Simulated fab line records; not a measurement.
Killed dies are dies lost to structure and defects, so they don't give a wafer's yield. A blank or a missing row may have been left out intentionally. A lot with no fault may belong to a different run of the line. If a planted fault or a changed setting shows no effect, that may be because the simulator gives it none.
fab line records	flow n5Finfet	part 1 of 2: steps 1 to 21 of 28
record: lots: 5	wafers: 15	lastDay: 17
route steps=1938 shown BEOL_M7@1280
lots with no fault: from the same line, run without faults
startH: hours from the record's first day to the start of the lot's first wafer shown	waitH: hours since the lot's step before	" unchanged from the row above	L1.1+2: several wafers, shown together as one row	- value missing, or start not given	* or withheld: withheld	< > ~ a bound
route shown NAME@n: a module of which the file shows steps, and the number in the route of the first	usual: mean and standard deviation over wafers with no fault	same: alike in all rows	chamber/n: place in a boat	sites: readings site by site	_std_site: the values' standard deviation	_edge_site: outer sites' mean less inner sites'	radiusMm: for every site, how far away it sits from the centre of the wafer	mask NAME#n: copy n	behind: the tool/chamber that last shaped the wafer	hold: why the lot was held/for how many hours/how that ended	device: the n, p or np transistor that did not switch	end of line: at the end of the route, the tests of the same wafers	a step without rows: its recipe alone	killed: not the wafer's yield, but the dies lost to structure and defects at the first sort	map: shows each die of a wafer: x if killed, . if not, _ if none is there
set.NAME: the run value of the setting; set.NAME@STEP: its run value at that earlier step	model.NAME: the simulator's own value behind a step, which no gauge read
certain route steps with their lots: each step a table, each wafer a row
services: from which hour (startH, from the record's first day; less than 0 if before it) a tool's chamber was out of use, for how many hours, and why
== steps ==
step: N5_BEOL_M7_ETCH_61
recipe: chemistry: CF4	target: SiARC	targetDepthA: 455	maskMaterial: CAR-ArF	timeS: 75.8	ionEnergyEv: 80	pressureMtorr: 40	sourceW: 545	biasW: 36	Ar_flow_sccm: 100	cf4FlowSccm: 100	ends: cleared
usual: drypumpMotorCurrentA: 6.0/0.61	etchRfOnTimeS: 76.4/2.9	oesProductAu: 0.67/0.059	rfVppV: 183.9/1.1	showerheadPlenumPTorr: 2.12/0.059	throttleValvePct: 15.50/0.18
lot.wafer	tool	chamber	startH	waitH	drypumpMotorCurrentA	etchRfOnTimeS	oesProductAu	rfHoursCounterH	rfVppV	showerheadPlenumPTorr	throttleValvePct
L084.3	rieDiel-02	2	257.43	0.0	6.2	73.6	0.75	42	186.5	2.27	15.43
L084.5	"	0	"	"	5.6	77.2	0.77	-	185.4	2.16	15.40
L084.6	"	1	"	"	5.4	74.6	0.63	-	185.2	2.13	15.63
L085.1	rieDiel-02	3	265.46	0.0	6.0	78.2	0.58	204	183.8	2.13	16.03
L085.4	"	3	"	"	6.0	78.4	0.58	-	183.2	2.13	16.04
L085.5	"	1	"	"	5.3	74.4	0.64	-	183.8	2.13	15.64
L091.1	rieDiel-04	3	287.65	0.0	6.6	72.8	0.67	168	183.1	2.06	15.50
L091.3	"	1	"	"	5.0	71.9	0.73	67	184.7	2.17	15.55
L091.4	"	3	"	"	6.7	73.6	0.66	-	183.4	2.06	15.52
L095.1	rieDiel-01	3	320.26	0.0	6.3	80.2	0.59	222	184.9	2.10	15.42
L095.3	"	2	"	"	6.8	75.4	0.64	165	182.4	2.06	15.36
L095.6	"	1	"	"	6.4	79.8	0.69	-	184.2	2.16	15.70
L096.2	rieDiel-01	0	325.95	0.0	5.1	72.7	0.71	83	183.0	2.07	15.30
L096.3	"	1	"	"	6.4	78.2	0.69	90	183.6	2.16	15.72
L096.5	"	3	"	"	6.3	79.7	0.59	-	183.7	2.10	15.43
step: N5_BEOL_M7_ETCH_62
recipe: chemistry: N2/H2	target: SOC	targetDepthA: 1100	overetchA: 220	maskMaterial: SiARC	tempC: 40	timeS: 165	ionEnergyEv: 200	pressureMtorr: 30	sourceW: 840	biasW: 150	n2FlowSccm: 200	h2FlowSccm: 200
usual: drypumpMotorCurrentA: 6.0/0.61	n2FlowSccm: 200.0/0.67	oesProductAu: 0.67/0.052	rfVppV: 523.5/2.3	showerheadPlenumPTorr: 2.52/0.074	throttleValvePct: 17.72/0.21
lot.wafer	tool	chamber	startH	waitH	drypumpMotorCurrentA	n2FlowSccm	oesProductAu	rfHoursCounterH	rfVppV	showerheadPlenumPTorr	throttleValvePct
L084.3	rieDiel-02	2	257.48	0.0	6.2	199.3	0.71	42	529.1	2.68	17.56
L084.5	"	0	"	"	5.6	200.8	0.77	-	525.3	2.62	17.96
L084.6	"	1	"	"	5.4	199.4	0.62	-	523.6	2.53	17.80
L085.1	rieDiel-02	3	265.51	0.0	6.0	200.0	0.59	204	522.7	2.50	18.16
L085.4	"	3	"	"	6.0	199.2	0.60	-	522.6	2.51	18.16
L085.5	"	1	"	"	5.4	199.8	0.62	-	523.3	2.53	17.80
L091.1	rieDiel-04	3	287.70	0.0	6.7	200.4	0.64	168	520.7	2.42	17.60
L091.3	"	1	"	"	5.0	201.0	0.70	67	525.8	2.60	18.00
L091.4	"	3	"	"	6.7	199.6	0.65	-	523.3	2.42	17.60
L095.1	rieDiel-01	3	320.31	0.0	6.3	200.1	0.61	222	523.1	2.49	17.42
L095.3	"	2	"	"	6.8	199.9	0.63	165	521.1	2.46	17.68
L095.6	"	1	"	"	6.4	200.5	0.69	-	524.8	2.55	17.90
L096.2	rieDiel-01	0	326.00	0.0	5.1	199.3	0.69	83	521.5	2.46	17.62
L096.3	"	1	"	"	6.3	200.4	0.69	90	524.5	2.55	17.90
L096.5	"	3	"	"	6.3	198.9	0.60	-	521.5	2.49	17.41
step: N5_BEOL_M7_STRIP_68
recipe: chemistry: N2/H2	tempC: 40	n2FlowSccm: 200	h2FlowSccm: 200	rfFrequencyHz: 6e+07
lot.wafer	tool	chamber	startH	waitH
L084.3+5+6	rieDiel-02	2,0,1	257.62	0.1
L085.1+4+5	rieDiel-02	3,3,1	265.65	0.1
L091.1+3+4	rieDiel-04	3,1,3	287.84	0.1
L095.1+3+6	rieDiel-01	3,2,1	320.45	0.1
L096.2+3+5	rieDiel-01	0,1,3	326.14	0.1
step: N5_BEOL_M7_STRIP_67
recipe: chemistry: CF4	resist: SiARC	powerW: 300	biasPowerW: 75	pressureMtorr: 50	cf4FlowSccm: 150	rfFrequencyHz: 6e+07
usual: drypumpMotorCurrentA: 6.0/0.61	oesProductAu: 0.79/0.062	rfVppV: 270.9/1.4	showerheadPlenumPTorr: 1.78/0.043	throttleValvePct: 13.49/0.17
lot.wafer	tool	chamber	startH	waitH	drypumpMotorCurrentA	oesProductAu	rfHoursCounterH	rfVppV	showerheadPlenumPTorr	throttleValvePct
L084.3	rieDiel-02	2	257.63	0.0	6.2	0.84	42	273.7	1.91	13.41
L084.5	"	0	"	"	5.6	0.92	-	270.5	1.80	13.33
L084.6	"	1	"	"	5.3	0.74	-	271.2	1.79	13.64
L085.1	rieDiel-02	3	265.66	0.0	6.0	0.70	204	271.5	1.80	14.03
L085.4	"	3	"	"	6.0	0.70	-	271.6	1.80	14.07
L085.5	"	1	"	"	5.3	0.74	-	271.5	1.79	13.65
L091.1	rieDiel-04	3	287.85	0.0	6.7	0.77	168	268.4	1.74	13.54
L091.3	"	1	"	"	5.0	0.83	67	271.8	1.81	13.46
L091.4	"	3	"	"	6.6	0.76	-	269.6	1.74	13.54
L095.1	rieDiel-01	3	320.46	0.0	6.3	0.71	222	270.8	1.77	13.46
L095.3	"	2	"	"	6.8	0.74	165	267.8	1.74	13.45
L095.6	"	1	"	"	6.3	0.82	-	272.1	1.80	13.60
L096.2	rieDiel-01	0	326.15	0.0	5.1	0.81	83	270.6	1.75	13.31
L096.3	"	1	"	"	6.4	0.82	90	271.2	1.80	13.59
L096.5	"	3	"	"	6.3	0.71	-	270.6	1.77	13.45
step: N5_BEOL_M7_HM_OPEN_17
recipe: chemistry: Cl2/BCl3	targetDepthA: 200	overetchA: 60	target: TiN	maskMaterial: SOC	ionEnergyEv: 150	pressureMtorr: 10	icpW: 1000	biasW: 126	Cl2_flow_sccm: 53.25	bcl3FlowSccm: 21.75	Ar_flow_sccm: 25
usual: bcl3FlowSccm: 21.75/0.064	drypumpMotorCurrentA: 5.85/0.17	oesProductAu: 0.67/0.035	throttleValvePct: 22.2/0.36
lot.wafer	tool	chamber	startH	waitH	bcl3FlowSccm	drypumpMotorCurrentA	oesProductAu	rfHoursCounterH	throttleValvePct
L084.3	rieMetal-02	0	257.70	0.1	21.83	6.02	0.72	-	21.9
L084.5	"	0	"	"	21.85	6.03	0.72	-	21.9
L084.6	"	1	"	"	21.81	5.88	0.66	-	22.8
L085.1	rieMetal-02	1	265.70	0.0	21.71	5.89	0.67	38	22.8
L085.4	"	0	"	"	21.82	5.97	0.73	-	21.9
L085.5	"	1	"	"	21.67	5.92	0.66	-	22.8
L091.1	rieMetal-03	0	287.89	0.0	21.73	5.80	0.63	63	22.0
L091.3	"	0	"	"	21.81	5.76	0.62	-	22.1
L091.4	"	1	"	"	21.75	5.83	0.66	-	22.3
L095.1	rieMetal-03	1	320.50	0.0	21.67	5.84	0.65	50	22.3
L095.3	"	1	"	"	21.66	5.84	0.65	-	22.3
L095.6	"	1	"	"	21.69	5.84	0.65	-	22.3
L096.2	rieMetal-03	1	326.22	0.1	21.81	5.83	0.65	-	22.3
L096.3	"	1	"	"	21.80	5.83	0.65	-	22.3
L096.5	"	1	"	"	21.86	5.83	0.65	-	22.3
step: N5_BEOL_M7_STRIP_19
recipe: chemistry: O2	powerW: 400	tempC: 40	pressureMtorr: 30	rfFrequencyHz: 6e+07	biasPowerW: 0	overashFraction: 0.2	o2FlowSccm: 225
usual: drypumpMotorCurrentA: 6.0/0.58	oesProductAu: 0.79/0.07	rfVppV: 3.7/0.61	showerheadPlenumPTorr: 2.09/0.058	throttleValvePct: 16.62/0.21
lot.wafer	tool	chamber	startH	waitH	drypumpMotorCurrentA	oesProductAu	rfHoursCounterH	rfVppV	showerheadPlenumPTorr	throttleValvePct
L084.3	rieDiel-02	2	257.78	0.1	6.2	0.86	42	4.1	2.22	16.44
L084.5	"	2	"	"	6.2	0.85	-	5.2	2.22	16.45
L084.6	"	3	"	"	6.0	0.68	-	3.7	2.10	17.19
L085.1	rieDiel-01	2	265.81	0.1	6.8	0.76	147	4.6	2.02	16.34
L085.4	"	1	"	"	6.4	0.84	69	3.1	2.12	16.80
L085.5	"	3	"	"	6.3	0.70	-	5.2	2.09	16.57
L091.1	rieDiel-01	1	288.28	0.4	6.3	0.84	79	3.8	2.12	16.80
L091.3	"	2	"	"	6.8	0.76	156	4.6	2.02	16.39
L091.4	"	0	"	"	5.1	0.85	73	4.1	2.05	16.42
L095.1	rieDiel-04	3	320.62	0.1	6.7	0.76	179	3.3	2.01	16.56
L095.3	"	2	"	"	5.7	0.71	209	3.1	2.01	16.67
L095.6	"	3	"	"	6.6	0.77	-	3.2	2.01	16.57
L096.2	rieDiel-01	1	326.53	0.3	6.4	0.83	90	3.9	2.12	16.83
L096.3	"	3	"	"	6.3	0.69	225	4.0	2.09	16.62
L096.5	"	1	"	"	6.4	0.84	-	4.8	2.12	16.82
step: N5_BEOL_M7_CD_MEAS_18
recipe: pitchNm: 80	targetCdNm: 40
usual: cdNm: 40.0/0.85
lot.wafer	tool	chamber	startH	waitH	cdNm
L084.3	cdSem-01	-	257.85	0.1	40.3
L084.5	"	-	"	"	39.3
L084.6	"	-	"	"	40.4
L085.1	cdSem-03	-	265.88	0.0	40.0
L085.4	"	-	"	"	39.8
L085.5	"	-	"	"	40.6
L091.1	cdSem-03	-	288.35	0.0	39.9
L091.3	"	-	"	"	39.0
L091.4	"	-	"	"	38.9
L095.1	cdSem-02	-	320.69	0.0	40.6
L095.3	"	-	"	"	39.5
L095.6	"	-	"	"	39.3
L096.2	cdSem-01	-	326.60	0.1	38.5
L096.3	"	-	"	"	39.8
L096.5	"	-	"	"	41.0
step: N5_BEOL_M7_COAT_63
recipe: resist: SOC	tempC: 250	timeS: 60	spinRpm: 1500	resistThkNm: 60
lot.wafer	tool	chamber	startH	waitH
L084.3+5+6	lithoTrack-01	0	257.89	0.0
L085.1+4+5	lithoTrack-05	0	266.21	0.3
L091.1+3+4	lithoTrack-05	0	288.54	0.2
L095.1+3+6	lithoTrack-02	0	320.72	0.0
L096.2+3+5	lithoTrack-05	0	327.41	0.8
step: N5_BEOL_M7_COAT_64
recipe: resist: SiARC	tempC: 220	timeS: 60	spinRpm: 1500	resistThkNm: 12
lot.wafer	tool	chamber	startH	waitH
L084.3+5+6	lithoTrack-01	0	-	-
L085.1+4+5	lithoTrack-05	0	-	-
L091.1+3+4	lithoTrack-05	0	-	-
L095.1+3+6	lithoTrack-02	0	-	-
L096.2+3+5	lithoTrack-05	0	-	-
step: N5_BEOL_M7_COAT_71
recipe: resist: underlayer	tempC: 205	timeS: 60	spinRpm: 1500	resistThkNm: 5
lot.wafer	tool	chamber	startH	waitH
L084.3+5+6	lithoTrack-01	0	-	-
L085.1+4+5	lithoTrack-05	0	-	-
L091.1+3+4	lithoTrack-05	0	-	-
L095.1+3+6	lithoTrack-02	0	-	-
L096.2+3+5	lithoTrack-05	0	-	-
step: N5_BEOL_M7_COAT_22
recipe: resist: CAR-EUV	spinRpm: 1500	resistThkNm: 30
lot.wafer	tool	chamber	startH	waitH
L084.3+5+6	lithoTrack-01	0	-	-
L085.1+4+5	lithoTrack-05	0	-	-
L091.1+3+4	lithoTrack-05	0	-	-
L095.1+3+6	lithoTrack-02	0	-	-
L096.2+3+5	lithoTrack-05	0	-	-
step: N5_BEOL_M7_EBR_24
recipe: solvent: PGMEA	ebrWidthMm: 1.5
lot.wafer	tool	chamber	startH	waitH
L084.3+5+6	lithoTrack-01	0	-	-
L085.1+4+5	lithoTrack-05	0	-	-
L091.1+3+4	lithoTrack-05	0	-	-
L095.1+3+6	lithoTrack-02	0	-	-
L096.2+3+5	lithoTrack-05	0	-	-
step: N5_BEOL_M7_SOFTBAKE_23
recipe: tempC: 110	timeS: 60	resist: CAR-EUV
lot.wafer	tool	chamber	startH	waitH
L084.3+5+6	lithoTrack-01	0	-	-
L085.1+4+5	lithoTrack-05	0	-	-
L091.1+3+4	lithoTrack-05	0	-	-
L095.1+3+6	lithoTrack-02	0	-	-
L096.2+3+5	lithoTrack-05	0	-	-
step: N5_BEOL_M7_EXPOSE_25
recipe: maskId: V6	na: 0.33	sourceShape: annular	sigmaInner: 0.4	sigmaOuter: 0.8	polarization: unpolarized	targetCdNm: 40	doseMj: 42.5
same: sigmaOuter: 0.8
lot.wafer	tool	chamber	startH	waitH	mask
L084.3+5+6	euvScanner-02	0	258.16	-	V6#0
L085.1+4+5	euvScanner-02	0	266.44	-	V6#0
L091.1+3+4	euvScanner-01	0	288.68	-	V6#0
L095.1+3+6	euvScanner-02	0	320.87	-	V6#0
L096.2+3+5	euvScanner-02	0	327.56	-	V6#0
step: N5_BEOL_M7_PEB_26
recipe: pebTempC: 100	pebTimeS: 60	resist: CAR-EUV
lot.wafer	tool	chamber	startH	waitH
L084.3+5+6	lithoTrack-02	0	258.22	0.0
L085.1+4+5	lithoTrack-02	0	266.51	0.1
L091.1+3+4	lithoTrack-05	0	288.74	0.1
L095.1+3+6	lithoTrack-01	0	320.94	0.1
L096.2+3+5	lithoTrack-05	0	327.62	0.1
step: N5_BEOL_M7_DEVELOP_27
recipe: developTimeS: 30	developer: TMAH	resist: CAR-EUV	rinseLiquid: surfactantRinse	dry: airSpin	devTempC: 23
lot.wafer	tool	chamber	startH	waitH
L084.3+5+6	lithoTrack-02	0	-	-
L085.1+4+5	lithoTrack-02	0	-	-
L091.1+3+4	lithoTrack-05	0	-	-
L095.1+3+6	lithoTrack-01	0	-	-
L096.2+3+5	lithoTrack-05	0	-	-
step: N5_BEOL_M7_CD_MEAS_28
recipe: targetCdNm: 40	landingEnergyEv: 500	detector: seInlens
usual: cdNm: 39.97/0.25
lot.wafer	tool	chamber	startH	waitH	cdNm
L084.3	cdSem-02	0	258.28	-	39.74
L084.5	"	0	"	"	39.73
L084.6	"	0	"	"	39.81
L085.1	cdSem-01	0	266.58	-	39.95
L085.4	"	0	"	"	39.82
L085.5	"	0	"	"	40.25
L091.1	cdSem-03	0	288.81	-	40.04
L091.3	"	0	"	"	40.24
L091.4	"	0	"	"	40.42
L095.1	cdSem-02	0	321.00	-	39.91
L095.3	"	0	"	"	40.02
L095.6	"	0	"	"	40.14
L096.2	cdSem-03	0	327.68	-	39.66
L096.3	"	0	"	"	40.18
L096.5	"	0	"	"	39.91
step: N5_BEOL_M7_OVL_MEAS_29
recipe: pointsPerWafer: 522
usual: V6_OVL: 0.1/0.82
lot.wafer	tool	chamber	startH	waitH	V6_OVL[nm]
L084.3	overlay-02	0	258.32	0.0	0.9
L084.5	"	0	"	"	1.1
L084.6	"	0	"	"	-0.9
L085.1	overlay-01	0	266.61	0.0	0.2
L085.4	"	0	"	"	-1.2
L085.5	"	0	"	"	0.7
L091.1	overlay-01	0	288.84	0.0	-1.0
L091.3	"	0	"	"	-0.2
L091.4	"	0	"	"	-1.0
L095.1	overlay-01	0	321.07	0.1	-0.6
L095.3	"	0	"	"	-0.2
L095.6	"	0	"	"	0.4
L096.2	overlay-02	0	327.72	0.0	-1.0
L096.3	"	0	"	"	1.2
L096.5	"	0	"	"	1.6
step: N5_BEOL_M7_INSPECT_30
recipe: mode: adi	inspectInstrument: brightfield
usual: rawDefectCount: 438/120
lot.wafer	tool	chamber	startH	waitH	rawDefectCount
L084.3	defectInspect-02	-	258.37	0.0	582
L084.5	"	-	"	"	744
L084.6	"	-	"	"	719
L085.1	defectInspect-02	-	266.67	0.1	322
L085.4	"	-	"	"	268
L085.5	"	-	"	"	290
L091.1	defectInspect-02	-	288.90	0.1	463
L091.3	"	-	"	"	548
L091.4	"	-	"	"	501
L095.1	defectInspect-01	-	321.12	0.1	350
L095.3	"	-	"	"	342
L095.6	"	-	"	"	407
L096.2	defectInspect-02	-	327.77	0.0	376
L096.3	"	-	"	"	351
L096.5	"	-	"	"	458
step: N5_BEOL_M7_DESCUM_33
recipe: chemistry: O2	timeS: 7	sourcePowerW: 50	biasPowerW: 20	pressureMtorr: 20	rfFrequencyHz: 2.712e+07	tempC: 40	resist: CAR-EUV	o2FlowSccm: 225
usual: drypumpMotorCurrentA: 5.9/0.57	oesProductAu: 0.79/0.073	rfVppV: 243.1/1.3	showerheadPlenumPTorr: 2.09/0.059	throttleValvePct: 20.40/0.25
lot.wafer	tool	chamber	startH	waitH	drypumpMotorCurrentA	oesProductAu	rfHoursCounterH	rfVppV	showerheadPlenumPTorr	throttleValvePct
L084.3	rieDiel-01	1	258.46	0.1	6.3	0.86	66	242.8	2.12	20.62
L084.5	"	2	"	"	6.8	0.77	-	242.7	2.01	20.05
L084.6	"	1	"	"	6.3	0.86	-	243.3	2.12	20.62
L085.1	rieDiel-04	1	266.70	0.0	5.0	0.83	58	243.6	2.16	20.66
L085.4	"	0	"	"	6.1	0.72	199	243.9	2.15	20.47
L085.5	"	1	"	"	5.0	0.83	-	244.4	2.16	20.64
L091.1	rieDiel-02	3	289.31	0.4	6.0	0.67	208	244.1	2.09	21.00
L091.3	"	0	"	"	5.6	0.89	25	243.1	2.13	20.38
L091.4	"	1	"	"	5.4	0.73	192	241.6	2.05	20.15
L095.1	rieDiel-02	2	321.21	0.1	6.2	0.83	58	243.9	2.21	20.26
L095.3	"	3	"	"	5.9	0.67	218	241.9	2.09	21.03
L095.6	"	1	"	"	5.3	0.71	-	243.2	2.05	20.14
L096.2	rieDiel-02	1	328.12	0.3	5.3	0.71	204	243.5	2.04	20.15
L096.3	"	2	"	"	6.2	0.84	61	245.3	2.21	20.25
L096.5	"	0	"	"	5.6	0.86	-	244.2	2.12	20.40
step: N5_BEOL_M7_ETCH_72
recipe: chemistry: N2/H2	target: underlayer	targetDepthA: 65	maskMaterial: CAR-EUV	timeS: 5.2	ionEnergyEv: 200	pressureMtorr: 30	sourceW: 840	biasW: 150	n2FlowSccm: 200	h2FlowSccm: 200	ends: cleared
usual: drypumpMotorCurrentA: 5.9/0.56	etchRfOnTimeS: 5.26/0.19	n2FlowSccm: 200.0/0.62	oesProductAu: 0.67/0.06	rfVppV: 523.7/2.4	showerheadPlenumPTorr: 2.53/0.079	throttleValvePct: 17.81/0.24
lot.wafer	tool	chamber	startH	waitH	drypumpMotorCurrentA	etchRfOnTimeS	n2FlowSccm	oesProductAu	rfHoursCounterH	rfVppV	showerheadPlenumPTorr	throttleValvePct
L084.3	rieDiel-01	1	258.49	0.0	6.3	5.44	199.7	0.70	66	525.1	2.56	17.92
L084.5	"	2	"	"	6.8	5.12	199.1	0.65	-	523.6	2.46	17.70
L084.6	"	1	"	"	6.3	5.47	199.0	0.70	-	526.0	2.56	17.88
L085.1	rieDiel-04	1	266.74	0.0	5.0	5.01	201.0	0.73	58	524.4	2.61	18.03
L085.4	"	0	"	"	6.1	5.53	199.8	0.59	199	526.4	2.64	18.16
L085.5	"	1	"	"	5.0	5.02	200.5	0.72	-	527.8	2.61	18.02
L091.1	rieDiel-02	3	289.35	0.0	6.0	5.34	200.2	0.58	208	521.6	2.50	18.20
L091.3	"	0	"	"	5.6	5.40	199.2	0.76	25	526.6	2.62	17.99
L091.4	"	1	"	"	5.3	5.21	200.7	0.62	192	525.7	2.53	17.83
L095.1	rieDiel-02	2	321.25	0.0	6.2	5.19	199.4	0.71	58	527.7	2.67	17.64
L095.3	"	3	"	"	6.0	5.39	200.8	0.57	218	524.4	2.50	18.20
L095.6	"	1	"	"	5.4	5.16	200.7	0.62	-	525.7	2.53	17.86
L096.2	rieDiel-02	1	328.15	0.0	5.4	5.18	199.5	0.62	204	525.2	2.53	17.85
L096.3	"	2	"	"	6.2	5.08	199.8	0.70	61	527.6	2.67	17.63
L096.5	"	0	"	"	5.6	5.40	200.0	0.74	-	527.3	2.62	18.02
